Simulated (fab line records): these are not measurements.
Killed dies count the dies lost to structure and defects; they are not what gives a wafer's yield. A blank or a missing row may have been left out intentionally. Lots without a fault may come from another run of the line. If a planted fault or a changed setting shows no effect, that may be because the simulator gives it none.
Chamber matching :: flow nandHarc :: 4 sister chambers for NHARC_A_BLC_ALD_23 on aldMetal-02
The step deposits TiN, target thk 3 nm, pulse time 1 s, ald cycles 150. 8 wafers are shown with their chamber, then 11 later ones without.

WAFERS PAIRED WITH THEIR CHAMBERS
wafer: L077.2
chamber: 3
heaterPowerW (W): 1134
precursorPulseHeightRel: 0.998

wafer: L087.5
chamber: 2
heaterPowerW (W): 1174
precursorPulseHeightRel: 1.000

wafer: L089.1
chamber: 1
heaterPowerW (W): 1053
precursorPulseHeightRel: 1.025

wafer: L089.2
chamber: 2
heaterPowerW (W): 1163
precursorPulseHeightRel: 1.009

wafer: L090.3
chamber: 0
heaterPowerW (W): 1054
precursorPulseHeightRel: 1.016

wafer: L090.4
chamber: 3
heaterPowerW (W): 1186
precursorPulseHeightRel: 0.958

wafer: L090.6
chamber: 1
heaterPowerW (W): 1042
precursorPulseHeightRel: 1.020

wafer: L093.1
chamber: 0
heaterPowerW (W): 1034
precursorPulseHeightRel: 1.049

WAFERS WITHOUT THEIR CHAMBER
wafer: L093.2
heaterPowerW (W): 1213
precursorPulseHeightRel: 0.936

wafer: L093.6
heaterPowerW (W): 1022
precursorPulseHeightRel: 0.975

wafer: L094.1
heaterPowerW (W): 1022
precursorPulseHeightRel: 1.016

wafer: L094.2
heaterPowerW (W): 1173
precursorPulseHeightRel: 0.998

wafer: L094.6
heaterPowerW (W): 1142
precursorPulseHeightRel: 1.017

wafer: L095.2
heaterPowerW (W): 1044
precursorPulseHeightRel: 0.975

wafer: L095.4
heaterPowerW (W): 1230
precursorPulseHeightRel: 1.008

wafer: L095.5
heaterPowerW (W): 1063
precursorPulseHeightRel: 0.991

wafer: L096.2
heaterPowerW (W): 1227
precursorPulseHeightRel: 0.988

wafer: L096.3
heaterPowerW (W): 1041
precursorPulseHeightRel: 1.015

wafer: L096.4
heaterPowerW (W): 1050
precursorPulseHeightRel: 0.997

CHAMBER TAKEN BY EACH
wafer: L093.2
from the rows above: can't be placed: 3 or 2
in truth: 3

wafer: L093.6
from the rows above: can't be placed: 1 or 0
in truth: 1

wafer: L094.1
from the rows above: can't be placed: 1 or 0
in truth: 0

wafer: L094.2
from the rows above: can't be placed: 2 or 3
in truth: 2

wafer: L094.6
from the rows above: can't be placed: 2 or 3
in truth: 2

wafer: L095.2
from the rows above: can't be placed: 1 or 0
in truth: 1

wafer: L095.4
from the rows above: can't be placed: 2 or 3
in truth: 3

wafer: L095.5
from the rows above: can't be placed: 1 or 0
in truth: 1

wafer: L096.2
from the rows above: can't be placed: 2 or 3
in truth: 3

wafer: L096.3
from the rows above: can't be placed: 1 or 0
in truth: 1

wafer: L096.4
from the rows above: can't be placed: 1 or 0
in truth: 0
0 of 11 placed correctly. These rows do not allow placing 11 (true chamber among the candidates in 11). Placed wrongly: 0.
How it was worked out, from the rows above alone: a wafer's distance from a chamber is the root of the sum, over the readings, of the square of ((its reading less the chamber's mean) divided by the reading's scatter). If the next closest chamber is less than 2 further off than the closest, the wafer can't be placed; otherwise it belongs to the closest. The mean given for a chamber averages the wafers shown for that chamber. How the scatter is found: for the shown wafers, subtract from each reading the mean of its chamber, square and add these, divide the total by (wafers less chambers), then take the root.
